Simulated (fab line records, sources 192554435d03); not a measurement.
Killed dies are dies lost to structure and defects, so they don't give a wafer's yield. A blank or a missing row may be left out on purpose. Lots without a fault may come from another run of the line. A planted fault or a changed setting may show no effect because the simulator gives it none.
fab line records | flow n5_finfet
record lots=10 wafers=29 last_day=17
route steps=1938 shown BEOL_M0@716 BEOL_M4@1111 PASSIVATION@1936
lots that met no fault: from a run of the same line without faults
start_h: hours from the record's first day to the start of the lot's first wafer shown | wait_h: hours since the lot's step before | " the same as in the row above | L1.1+2: a row that stands for several wafers | - no value, or no start given | * or withheld: withheld | < > ~ a bound
route shown NAME@n: a module of which the file shows steps, and the number in the route of the first | usual: mean/standard deviation of fault-free wafers | same: alike in all rows | chamber/n: place in a boat | sites: the reading at each site | _std_site: their standard deviation | _edge_site: outer sites' mean less inner sites' | radius_mm: how far each site lies from the wafer's centre | mask NAME#n: copy n | behind: the tool/chamber that last shaped the wafer | hold: why the lot was held/for how many hours/how that ended | device: the transistor (n, p or np) that didn't switch | end of line: the same wafers' tests at the end of the route | a step without rows: its recipe alone | killed: dies lost to structure and defects at the first sort, not the wafer's yield | map: a wafer's dies, x killed, . not, _ none there
set.NAME: the setting as run; set.NAME@STEP: as run at that earlier step | model.NAME: the simulator's own value behind a step, which no gauge read
steps of the route over a sample of lots; a table a step, a row a wafer
services: from which hour (start_h, from the record's first day; less than 0 if before it) a tool's chamber was out of use, for how many hours, and why
## steps
# step N5_BEOL_M0_HM_OPEN_105
# recipe chemistry=Cl2/BCl3 target_depth_a=120 target=TiN ion_energy_ev=150 pressure_mtorr=10 icp_w=1000 bias_w=126 Cl2_flow_sccm=53.25 bcl3_flow_sccm=21.75 Ar_flow_sccm=25
# usual drypump_motor_current_A=6.2/0.43 oes_product_au=0.73/0.098 throttle_valve_pct=21.88/0.12
# columns lot.wafer tool chamber start_h wait_h drypump_motor_current_A oes_product_au rf_hours_counter_h throttle_valve_pct
L547.2 rie_metal-03 0 121.63 4.8 5.4 0.75 55 21.93
L547.5 " 1 " " 6.5 0.85 - 21.63
L548.3 rie_metal-01 1 124.62 2.4 6.6 0.60 - 21.94
L548.5 " 0 " " 6.3 0.64 - 22.00
L548.6 " 1 " " 6.6 0.60 - 21.94
L550.2 rie_metal-01 1 131.45 1.0 6.6 0.60 130 21.96
L550.4 " 1 " " 6.6 0.60 - 21.96
L550.6 " 1 " " 6.6 0.60 - 21.96
L553.2 rie_metal-01 1 157.94 8.0 6.6 0.59 133 21.97
L553.4 " 0 " " 6.3 0.63 - 21.99
L553.6 " 0 " " 6.3 0.63 - 21.99
L554.1 rie_metal-01 1 160.83 1.5 6.6 0.59 133 21.97
L554.4 " 1 " " 6.6 0.59 - 21.98
L554.6 " 0 " " 6.3 0.63 - 22.00
L555.2 rie_metal-01 1 166.16 1.6 6.6 0.59 133 21.98
L555.5 " 1 " " 6.5 0.59 - 21.95
L555.6 " 0 " " 6.3 0.62 - 22.01
L565.2 rie_metal-01 1 223.86 0.3 6.6 0.97 2 21.69
L565.3 " 1 " " 6.6 0.96 - 21.71
L565.4 " 0 " " 6.3 0.62 - 22.02
L566.1 rie_metal-03 0 232.08 2.0 5.4 0.72 65 21.96
L566.2 " 1 " " 6.5 0.83 27 21.65
L566.5 " 0 " " 5.4 0.72 - 21.96
L567.1 rie_metal-01 1 240.07 1.3 6.6 0.95 3 21.71
L567.5 " 0 " " 6.2 0.62 - 22.02
L567.6 " 1 " " 6.6 0.94 - 21.70
L568.1 rie_metal-03 0 240.51 0.4 5.4 0.73 66 21.96
L568.3 " 0 " " 5.4 0.73 - 21.97
L568.4 " 1 " " 6.5 0.82 - 21.66
# step N5_BEOL_M0_OCD_MEAS_108
# usual trench_depth_nm=32.6/0.63
# columns lot.wafer tool chamber start_h wait_h trench_depth_nm
L547.2 ocd-01 - 122.14 0.1 32.6
L547.5 " - " " 32.5
L548.3 ocd-02 - 125.24 0.1 32.6
L548.5 " - " " 33.1
L548.6 " - " " 32.3
L550.2 ocd-01 - 132.12 0.1 33.2
L550.4 " - " " 32.3
L550.6 " - " " 33.0
L553.2 ocd-01 - 158.53 0.1 33.1
L553.4 " - " " 32.4
L553.6 " - " " 31.8
L554.1 ocd-01 - 161.43 0.1 32.2
L554.4 " - " " 32.7
L554.6 " - " " 32.3
L555.2 ocd-01 - 167.46 0.1 32.4
L555.5 " - " " 33.3
L555.6 " - " " 31.8
L565.2 ocd-01 - 225.03 0.1 32.5
L565.3 " - " " 32.7
L565.4 " - " " 31.0
L566.1 ocd-01 - 232.89 0.1 33.1
L566.2 " - " " 32.8
L566.5 " - " " 32.3
L567.1 ocd-01 - 241.02 0.1 33.2
L567.5 " - " " 31.3
L567.6 " - " " 32.9
L568.1 ocd-02 - 241.73 0.1 33.1
L568.3 " - " " 32.8
L568.4 " - " " 31.7
# step N5_BEOL_M0_ETCH_109
# recipe chemistry=CH3F/O2 target_depth_a=80 overetch_a=24 target=SiCN time_s=27.4 ion_energy_ev=120 pressure_mtorr=30 source_w=395 bias_w=75 Ar_flow_sccm=150 CH3F_flow_sccm=30 O2_flow_sccm=20
# usual drypump_motor_current_A=5.65/0.3 oes_product_au=0.66/0.067 rf_vpp_V=297.2/1.4 showerhead_plenum_p_Torr=1.99/0.05 throttle_valve_pct=16.31/0.28
# columns lot.wafer tool chamber start_h wait_h drypump_motor_current_A oes_product_au rf_hours_counter_h rf_vpp_V showerhead_plenum_p_Torr throttle_valve_pct
L547.2 rie_diel-05 0 122.25 0.0 5.39 0.65 167 297.9 2.07 16.57
L547.5 " 0 " " 5.40 0.66 - 298.0 2.07 16.59
L548.3 rie_diel-05 1 125.40 0.0 5.59 0.64 170 299.4 2.06 16.30
L548.5 " 3 " " 6.47 0.58 - 295.5 1.91 16.53
L548.6 " 2 " " 5.22 0.63 - 300.1 2.07 16.60
L550.2 rie_diel-03 3 132.50 0.3 5.65 0.69 95 297.1 1.92 15.83
L550.4 " 1 " " 5.66 0.75 41 298.4 2.02 16.05
L550.6 " 1 " " 5.68 0.75 - 298.8 2.02 16.03
L553.2 rie_diel-01 2 158.63 0.0 5.69 0.59 241 298.1 1.96 16.74
L553.4 " 3 " " 5.59 0.61 209 296.9 2.00 16.69
L553.6 " 1 " " 5.78 0.61 - 296.7 1.98 16.04
L554.1 rie_diel-01 2 161.54 0.0 5.72 0.59 242 296.6 1.96 16.74
L554.4 " 0 " " 5.94 0.80 8 297.2 1.97 16.13
L554.6 " 0 " " 5.89 0.79 - 296.8 1.97 16.14
L555.2 rie_diel-01 0 168.71 1.2 5.87 0.78 12 296.3 1.97 16.13
L555.5 " 2 " " 5.72 0.58 - 297.6 1.96 16.74
L555.6 " 3 " " 5.54 0.60 - 297.3 2.00 16.71
L565.2 rie_diel-01 1 226.43 1.3 5.76 0.61 220 297.9 1.98 16.07
L565.3 " 3 " " 5.56 0.60 233 296.7 1.99 16.75
L565.4 " 0 " " 5.89 0.77 31 294.8 1.96 16.19
L566.1 rie_diel-03 2 233.14 0.2 5.00 0.62 198 296.0 1.99 16.24
L566.2 " 1 " " 5.66 0.70 82 299.3 2.01 16.12
L566.5 " 3 " " 5.65 0.67 - 294.9 1.91 15.90
L567.1 rie_diel-01 2 241.70 0.6 5.74 0.79 10 295.4 1.95 16.29
L567.5 " 0 " " 5.90 0.75 - 296.4 1.96 16.18
L567.6 " 1 " " 5.77 0.61 - 296.0 1.97 16.11
L568.1 rie_diel-01 0 241.89 0.1 5.88 0.75 37 296.4 1.96 16.19
L568.3 " 2 " " 5.73 0.80 10 296.9 1.95 16.29
L568.4 " 3 " " 5.57 0.59 239 296.0 1.99 16.72
# step N5_BEOL_M0_SPUTTER_116
# recipe material=Cu target_thk_a=40 temp_c=-20 chamber_pressure_pa=0.07 power_w=withheld time_s=7.37
# usual chamber_pressure_pa=0.07/0.00015 chuck_gas_flow_sccm=1.26/0.054 substrate_temp_c=-20.00/0.11 throttle_valve_pct=29.9/1.2
# columns lot.wafer tool chamber start_h wait_h chamber_pressure_pa chuck_gas_flow_sccm substrate_temp_c throttle_valve_pct
L547.2 pvd_sputter-01 - 123.78 0.1 0.06989 1.20 -19.93 30.7
L547.5 " - " " 0.06998 1.28 -20.37 29.0
L548.3 pvd_sputter-02 - 128.12 1.5 0.07004 1.30 -20.00 30.1
L548.5 " - " " 0.06999 1.13 -19.96 28.3
L548.6 " - " " 0.0699 1.25 -20.01 29.9
L550.2 pvd_sputter-03 - 133.93 0.1 0.07002 1.18 -19.80 29.3
L550.4 " - " " 0.07 1.23 -20.23 30.2
L550.6 " - " " 0.07003 1.35 -19.92 29.2
L553.2 pvd_sputter-01 - 161.44 0.1 - - - -
L553.4 " - " " - - - -
L553.6 " - " " - - - -
L554.1 pvd_sputter-01 - 162.76 0.1 - - - -
L554.4 " - " " - - - -
L554.6 " - " " - - - -
L555.2 pvd_sputter-02 - 170.21 0.5 - - - -
L555.5 " - " " - - - -
L555.6 " - " " - - - -
L565.2 pvd_sputter-01 - 227.49 0.1 0.06995 1.17 -20.02 29.2
L565.3 " - " " 0.07009 1.33 -19.94 31.9
L565.4 " - " " 0.07016 1.24 -20.09 27.6
L566.1 pvd_sputter-01 - 234.58 0.4 0.06977 1.25 -19.87 29.1
L566.2 " - " " 0.07006 1.26 -19.91 27.7
L566.5 " - " " 0.07008 1.26 -19.90 31.5
L567.1 pvd_sputter-02 - 242.65 0.1 0.07008 1.20 -20.18 31.6
L567.5 " - " " 0.07001 1.28 -20.22 31.1
L567.6 " - " " 0.06994 1.28 -20.11 29.4
L568.1 pvd_sputter-03 - 244.66 1.6 0.06979 1.27 -19.93 30.3
L568.3 " - " " 0.07028 1.26 -20.05 30.3
L568.4 " - " " 0.06993 1.40 -20.04 29.2
# step N5_BEOL_M4_RC_MEAS_101
# usual DIBL_N=36.9/1.6 DIBL_P=37.1/2 IOFF_N=0.17/0.032 IOFF_P=0.22/0.036 ION_N=674/12 ION_P=463/7.8 SS_N=71.7/0.63 SS_P=73.5/0.62 VT_N=249/3.3 VT_P=-250/3.5
# columns lot.wafer tool chamber start_h wait_h DIBL_N[mV/V] DIBL_P[mV/V] IOFF_N[nA/um] IOFF_P[nA/um] ION_N[uA/um] ION_P[uA/um] SS_N[mV/dec] SS_P[mV/dec] VT_N[mV] VT_P[mV]
L547.2 prober-01 0 179.83 0.2 36.2 35.7 0.16 0.21 685 463 72.0 73.2 248 -251
L547.5 " 0 " " 38.1 38.2 0.20 0.25 693 468 72.9 74.0 245 -246
L548.3 prober-02 0 188.90 0.3 36.8 37.8 0.15 0.27 664 466 71.3 73.3 252 -245
L548.5 " 0 " " 36.7 36.2 0.15 0.24 649 462 71.9 73.0 251 -247
L548.6 " 0 " " 37.8 37.1 0.17 0.25 666 466 71.1 73.1 249 -244
L550.2 prober-01 0 195.17 0.2 38.6 39.4 0.20 0.29 679 469 71.8 74.3 247 -246
L550.4 " 0 " " 36.9 39.0 0.18 0.29 689 474 72.1 73.9 249 -246
L550.6 " 0 " " 35.1 35.2 0.14 0.21 664 464 71.2 73.3 252 -248
L553.2 prober-01 0 209.52 0.2 34.4 35.1 0.13 0.20 658 452 70.9 72.9 252 -250
L553.4 " 0 " " 36.5 37.8 0.17 0.25 667 463 71.6 73.6 248 -246
L553.6 " 0 " " 37.6 37.8 0.18 0.25 674 464 72.0 73.8 247 -245
L554.1 prober-01 0 220.95 0.0 38.6 38.0 0.19 0.27 674 464 72.3 73.7 248 -247
L554.4 " 0 " " 37.5 36.6 0.17 0.22 670 459 71.8 74.0 249 -250
L554.6 " 0 " " 37.1 36.7 0.18 0.23 677 463 72.2 73.6 248 -246
L555.2 prober-01 0 236.71 0.2 35.6 37.6 0.16 0.21 676 466 71.0 73.9 250 -249
L555.5 " 0 " " 35.7 37.9 0.16 0.22 674 458 71.9 73.2 250 -252
L555.6 " 0 " " 34.7 36.8 0.14 0.20 659 459 71.3 72.9 254 -252
L565.2 prober-01 0 280.19 0.2 36.1 35.9 0.16 0.25 672 468 71.8 73.7 247 -246
L565.3 " 0 " " 39.8 38.9 0.24 0.30 697 479 72.4 74.4 243 -243
L565.4 " 0 " " 37.8 37.5 0.20 0.28 695 473 71.5 73.8 245 -244
L566.1 prober-01 0 280.97 0.1 36.1 33.3 0.14 0.20 668 458 70.9 72.6 251 -249
L566.2 " 0 " " 41.5 40.4 0.26 0.34 700 481 71.9 74.8 243 -241
L566.5 " 0 " " 36.2 33.7 0.14 0.20 674 465 71.4 72.5 251 -247
L567.1 prober-02 0 298.40 0.0 38.9 36.3 0.19 0.25 672 465 73.1 74.1 250 -247
L567.5 " 0 " " 36.9 34.8 0.15 0.23 674 463 71.7 74.1 251 -249
L567.6 " 0 " " 35.1 33.3 0.13 0.20 666 462 71.1 73.0 253 -250
L568.1 prober-01 0 300.02 0.0 36.6 38.6 0.18 0.22 679 459 72.4 73.8 250 -249
L568.3 " 0 " " 37.0 40.2 0.19 0.25 675 459 72.4 74.0 248 -252
L568.4 " 0 " " 37.5 40.7 0.20 0.27 683 468 72.8 74.1 246 -247
# step N5_PASSIVATION_PROBE_49
# usual defect_limited_yield=90.9/1.6 killed_at_M0_to_M3=34/11 killed_at_M4_up=14/5.7 killed_at_contacts=13/6.5 killed_at_front_end=43/11 killed_at_other=4/3.1 killed_dies=107/19 killed_open=71/14 killed_short=35/7.9 sort_bin_5_function=5.3/1.1 sort_bin_6_memory=3.4/0.74 sort_n_pass=1073/19 sort_yield_pct=90.9/1.6
# same gross_dies=1180 killed_at_back_side=0 sort_bin_4_leakage[%]=0 sort_bin_8_speed[%]=0
# columns lot.wafer tool chamber start_h wait_h defect_limited_yield[%] killed_at_M0_to_M3 killed_at_M4_up killed_at_contacts killed_at_front_end killed_at_other killed_dies killed_open killed_short sort_bin_5_function[%] sort_bin_6_memory[%] sort_n_pass sort_yield_pct[%]
L553.2 prober-01 - 314.95 0.1 87.5 75 14 17 40 2 148 61 38 8.1 4.3 1032 87.5
L553.4 prober-01 - 315.05 0.2 83.7 93 19 29 49 2 192 88 38 9.4 6.3 988 83.7
L553.6 prober-01 - 315.15 0.3 88.4 74 15 12 35 1 137 58 30 7.0 4.1 1043 88.4
L554.1 prober-01 - 323.65 0.0 84.7 95 17 16 46 6 180 78 51 9.5 5.5 1000 84.7
L554.4 prober-01 - 323.80 0.2 84.0 97 17 21 44 10 189 81 56 9.6 6.2 991 84.0
L554.6 prober-01 - 323.90 0.3 86.1 85 15 11 45 8 164 79 39 7.9 5.8 1016 86.1
L555.2 prober-01 - 345.71 0.1 83.9 85 19 21 59 6 190 90 41 9.6 6.2 990 83.9
L555.5 prober-01 - 345.86 0.2 86.8 78 10 19 44 5 156 72 35 7.1 5.6 1024 86.8
L555.6 prober-01 - 345.91 0.3 87.1 68 20 21 42 1 152 74 31 8.3 4.3 1028 87.1
# killed by level:class
L553.2 BEOL_M0:interface_void_opened=49 MOL_CONTACT_COAG:geometric_particle:open=12 BEOL_M2:geometric_particle:open=8 STI_FIN_REVEAL:geometric_particle:open=7 FIN_SAQP:geometric_particle:open=6 FIN_SAQP:geometric_particle:short=5 MOL_CONTACT_COAG:geometric_particle:short=5 GATE_CUT:geometric_particle:short=5
L553.4 BEOL_M0:interface_void_opened=59 MOL_CONTACT_COAG:geometric_particle:open=26 BEOL_M0_SAQP:geometric_particle:short=9 BEOL_M0_SAQP:geometric_particle:open=8 STI_FIN_REVEAL:geometric_particle:open=7 BEOL_M2:geometric_particle:open=7 FIN_SAQP:geometric_particle:short=6 GATE_CUT:geometric_particle:short=6
L553.6 BEOL_M0:interface_void_opened=49 STI_FIN_REVEAL:geometric_particle:open=9 MOL_CONTACT_COAG:geometric_particle:open=9 GATE_CUT:geometric_particle:short=8 BEOL_M0_SAQP:geometric_particle:short=8 BEOL_M4:geometric_particle:open=7 DUMMY_GATE:geometric_particle:open=4 BEOL_M0_SAQP:geometric_particle:open=4
L554.1 BEOL_M0:interface_void_opened=49 MOL_CONTACT_COAG:geometric_particle:open=13 BEOL_M3:geometric_particle:open=12 FIN_SAQP:geometric_particle:short=10 STI_FIN_REVEAL:geometric_particle:open=9 BEOL_M0_SAQP:geometric_particle:short=9 FIN_SAQP:geometric_particle:open=8 BEOL_M4:geometric_particle:short=7
L554.4 BEOL_M0:interface_void_opened=52 FIN_SAQP:geometric_particle:short=17 MOL_CONTACT_COAG:geometric_particle:open=17 BEOL_M3:geometric_particle:open=10 BEOL_M1:geometric_particle:open=9 BEOL_M0_SAQP:geometric_particle:short=8 BEOL_M4:geometric_particle:open=6 BEOL_M2:geometric_particle:open=6
L554.6 BEOL_M0:interface_void_opened=46 FIN_SAQP:geometric_particle:short=11 STI_FIN_REVEAL:geometric_particle:open=10 FIN_SAQP:geometric_particle:open=9 MOL_CONTACT_COAG:geometric_particle:open=8 BEOL_M0_SAQP:geometric_particle:open=7 BEOL_M2:geometric_particle:open=7 BEOL_M0_SAQP:geometric_particle:short=6
L555.2 BEOL_M0:interface_void_opened=59 FIN_SAQP:geometric_particle:open=30 MOL_CONTACT_COAG:geometric_particle:open=19 FIN_SAQP:geometric_particle:short=10 BEOL_M4:geometric_particle:open=9 BEOL_M2:geometric_particle:short=5 BEOL_M0_SAQP:geometric_particle:short=5 BEOL_M1:geometric_particle:open=5
L555.5 BEOL_M0:interface_void_opened=49 MOL_CONTACT_COAG:geometric_particle:open=15 BEOL_M2:geometric_particle:open=13 FIN_SAQP:geometric_particle:open=12 FIN_SAQP:geometric_particle:short=7 STI_FIN_REVEAL:geometric_particle:open=7 GATE_CUT:geometric_particle:short=7 BEOL_M4:geometric_particle:open=5
L555.6 BEOL_M0:interface_void_opened=47 MOL_CONTACT_COAG:geometric_particle:open=18 FIN_SAQP:geometric_particle:open=17 BEOL_M4:geometric_particle:open=10 BEOL_M1:geometric_particle:open=8 FIN_SAQP:geometric_particle:short=7 STI_FIN_REVEAL:geometric_particle:open=4 BEOL_M4:geometric_particle:short=4
## services
# columns tool chamber start_h hours kind
rie_diel-01 0 120.89 - clean
rie_diel-01 0 120.89 - consumable_replace:focus_ring
rie_diel-01 0 120.89 14.7 scheduled_down
rie_diel-01 0 120.89 14.7 vent_cycle
rie_metal-03 - 123.70 0.8 repair
rie_diel-03 - 128.92 2.1 repair
rie_diel-05 2 141.89 14.4 repair
pvd_sputter-01 - 149.90 7.8 repair
rie_diel-05 0 157.23 1.9 repair
rie_diel-03 1 159.93 2.5 repair
rie_diel-05 - 161.75 14.6 pm
rie_diel-03 - 170.76 0.3 repair
pvd_sputter-01 - 175.05 0.9 repair
rie_diel-01 2 175.18 - clean
rie_diel-01 2 175.18 - consumable_replace:focus_ring
rie_diel-01 2 175.18 38.4 scheduled_down
rie_diel-01 2 175.18 38.4 vent_cycle
rie_diel-01 - 179.88 15.6 pm
rie_diel-05 3 180.98 - clean
rie_metal-01 1 186.07 - clean
rie_metal-01 1 186.07 16.2 scheduled_down
rie_metal-01 1 186.07 16.2 vent_cycle
rie_diel-01 - 198.29 0.4 repair
rie_diel-01 0 243.88 4.7 repair
## key
first_sign step=N5_BEOL_M0_SPUTTER_116 reading=tool_record direction=missing
effect step=N5_PASSIVATION_PROBE_49 reading=killed_at_M0_to_M3 direction=up sigmas=4.6 usual=34 struck=83
met_at N5_BEOL_M0_SPUTTER_116
struck_lots L553,L554,L555
not_acting_at N5_BEOL_M0_HM_OPEN_105,N5_BEOL_M0_OCD_MEAS_108,N5_BEOL_M0_ETCH_109
onset_between 128.12 161.44
fault kind=skipped_step_whole tool=pvd_sputter-01,pvd_sputter-02 chamber=- onset_h=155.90 steps=N5_BEOL_M0_SPUTTER_116 scope=struck_lots_only
